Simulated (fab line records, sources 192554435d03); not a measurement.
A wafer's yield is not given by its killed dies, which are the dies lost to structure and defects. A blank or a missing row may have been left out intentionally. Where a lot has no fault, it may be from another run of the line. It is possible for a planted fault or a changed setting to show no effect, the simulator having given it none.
A lot that was struck, set against a sound lot | flow n5-finfet | 35 steps out of a route of 1938
Sound: wafers L229.2, L229.3, L229.4. Struck: wafer L247.5; the same lot's L247.3 was not struck, so it is left out; see the end for the cause.
Per side, at each step with rows, come the tool, then ch with its chambers, and then its first start. Under that, the readings that differ: sound wafers | struck wafers | difference of the means | sigmas: that difference in standard deviations of wafers without a fault.
alike: a reading whose means differ by less than 2 such deviations, as well as words and numbers matching on both sides. not compared: withheld readings; readings where some wafer has no value; bounds like >300 that might hide an equal value; numbers whose values overlap and for which the record gives no deviation.
A row with sigmas, a row that says differs or no value, or rows on one side alone: a step with any of these is where the two part. Numbers that don't overlap but have no deviation are shown without sigmas and don't part them. Lack of a reading on every wafer of one side parts them only where that side has two or more wafers.

first, 7 steps without rows for these wafers: N5_SD_EPI_P_SRD_25 (time 30 s); N5_SD_ACTIVATION_RTA_00 (time 0 s); N5_SD_ACTIVATION_LSA_01 (time 0.0008 s); N5_ILD0_LINER_00 (material SiNx, target thk 4 nm, pulse time 1 s, purge time 2 s); N5_ILD0_FCVD_FILL_01 (material SiO2 flowable, target thk 200 nm, time 328.3 s); N5_ILD0_CURE_02 (time 1800 s); N5_ILD0_CMP_03 (polishes, stops on SiNx, t overpolish 1.9 s, target thk 197.38 nm).
N5_ILD0_CMP_07: polishes SiO2 flowable, stops on poly-Si, t overpolish 1.18 s, target thk 138.88 nm.
  sound on cmp-02 ch 0,1,3, day 4 09:49; struck on cmp-02 ch 2, day 8 19:54
  reading                                     | sound          | struck | difference | sigmas
  model.a-Si_of_DUMMY_GATE_CVD_03.thk-nm (nm) | 68.6 68.4 67.8 | 70.2   | +1.9       |
  alike: motor-current-A
N5_ILD0_PRECLEAN_10: cleans in NF3:NH3, afs cycles 5, time 20 s, sublimation time 60 s.
  sound on remote-plasma-01 ch 1, day 4 10:13; struck on remote-plasma-02 ch 1, day 8 20:20
  reading                                              | sound           | struck | difference | sigmas
  model.SiO2_flowable_of_ILD0_FCVD_FILL_01.thk-nm (nm) | 119.6 119 119.2 | 121.2  | +1.9       |
then, 22 steps without rows for these wafers: N5_ILD0_ALD_15 (deposits SiNx, target thk 24 nm, pulse time 1 s, ald cycles 480); N5_ILD0_CMP_12 (polishes SiNx, stops on poly-Si, t overpolish 6 s, target thk 17.67 nm); N5_SDB_HM_DEP_00 (deposits SiNx from SiH4/NH3/N2, target thk 40 nm, time 35.3 s); N5_SDB_COAT_03 (time 60 s, resist thk 100 nm); N5_SDB_COAT_04 (time 60 s, resist thk 18 nm); N5_SDB_COAT_05 (resist thk 90 nm); N5_SDB_EBR_07; N5_SDB_SOFTBAKE_06 (time 60 s); N5_SDB_EXPOSE_08 (exposes mask SDB); N5_SDB_PEB_09 (peb time 60 s); N5_SDB_DEVELOP_10 (develop time 30 s); N5_SDB_DESCUM_16 (chemistry O2, time 7.9 s); N5_SDB_ETCH_17 (etches SiARC in CF4, target depth 23.4 nm, time 39 s); N5_SDB_ETCH_18 (etches SOC in N2/H2, target depth 100 nm, overetch 20 nm, time 150 s); N5_SDB_STRIP_19 (strips in N2/H2); N5_SDB_STRIP_21 (strips in CF4); N5_SDB_HM_OPEN_20 (chemistry CH3F/O2, target SiNx, stops on poly-Si, target depth 24 nm); N5_SDB_STRIP_22 (strips in N2/H2); N5_SDB_PRECLEAN_23 (cleans in dHF, time 30 s); N5_SDB_DUMMY_REMOVE_24 (chemistry TMAH, target poly-Si, stops on SiO2, target depth 142 nm, time 57 s, rinse time 30 s); N5_SDB_ETCH_25 (etches SiO2 in C4F6/O2, target depth 10 nm, time 3.3 s); N5_SDB_CUT_ETCH_26 (etches Si in HBr/Cl2/O2, target depth 129.6 nm, bt time 20 s, time 51.8 s).
N5_DUMMY_REMOVAL_HM_STRIP_01: strips SiNx in CH3F/O2, stops on poly-Si, target depth 4 nm, time 6.8 s.
  sound on rie-diel-05 ch 1,2,3, day 4 18:52; struck on rie-diel-03 ch 2, day 9 03:55
  reading                                     | sound          | struck | difference | sigmas
  oes-product-au (a.u.)                       | 0.58 0.62 0.60 | 0.77   | +0.17      | +3
  model.a-Si_of_DUMMY_GATE_CVD_03.thk-nm (nm) | 63.8 63.6 63.2 | 65.6   | +2.1       |
  alike: O2_flow_sccm, drypump-motor-current-A, rf-vpp-V, showerhead-plenum-p-Torr, throttle-valve-pct
  not compared: rf-hours-counter-h
N5_GATE_CUT_CMP_02: polishes, stops on SiO2, t overpolish 12.7 s, target thk 0 nm.
  sound on cmp-02 ch 0,1,2, day 5 07:58; struck on cmp-02 ch 1, day 9 16:15
  reading                                              | sound           | struck | difference | sigmas
  model.SiO2_flowable_of_ILD0_FCVD_FILL_01.thk-nm (nm) | 115 114.4 114.6 | 116.6  | +1.9       |
  alike: motor-current-A, overpolish-run-s, time-to-endpoint-s
-- record jumps: 4 days separate the struck wafers' starts on either side; left off in module GATE_CUT, taken up again in module BEOL_M4, whose first shown step is the route's number 1111 --
N5_BEOL_M4_RC_MEAS_101:
  sound on prober-01 ch 0, day 8 18:37; struck on prober-01 ch 0, day 13 16:07
  reading        | sound             | struck | difference | sigmas
  IOFF_P (nA/um) | 0.202 0.208 0.218 | 0.266  | +0.057     | +2
  SS_P (mV/dec)  | 72.7 72.5 74.1    | 74.4   | +1.3       | +2
  alike: DIBL_N, DIBL_P, IOFF_N, ION_N, ION_P, SS_N, VT_N, VT_P
-- a jump in the record: the struck wafers' starts before and after are 5 days apart (it breaks off in module BEOL_M4 and resumes in module PASSIVATION, where the first step shown is number 1936 of the route) --
N5_PASSIVATION_PROBE_49:
  rows exist in the record for the struck wafers here (prober-02, day 18 06:29), but not for the sound ones

== WHERE THEY PART ==
First at N5_DUMMY_REMOVAL_HM_STRIP_01; last, within this record, at N5_PASSIVATION_PROBE_49.

WHY: what the simulator had put in
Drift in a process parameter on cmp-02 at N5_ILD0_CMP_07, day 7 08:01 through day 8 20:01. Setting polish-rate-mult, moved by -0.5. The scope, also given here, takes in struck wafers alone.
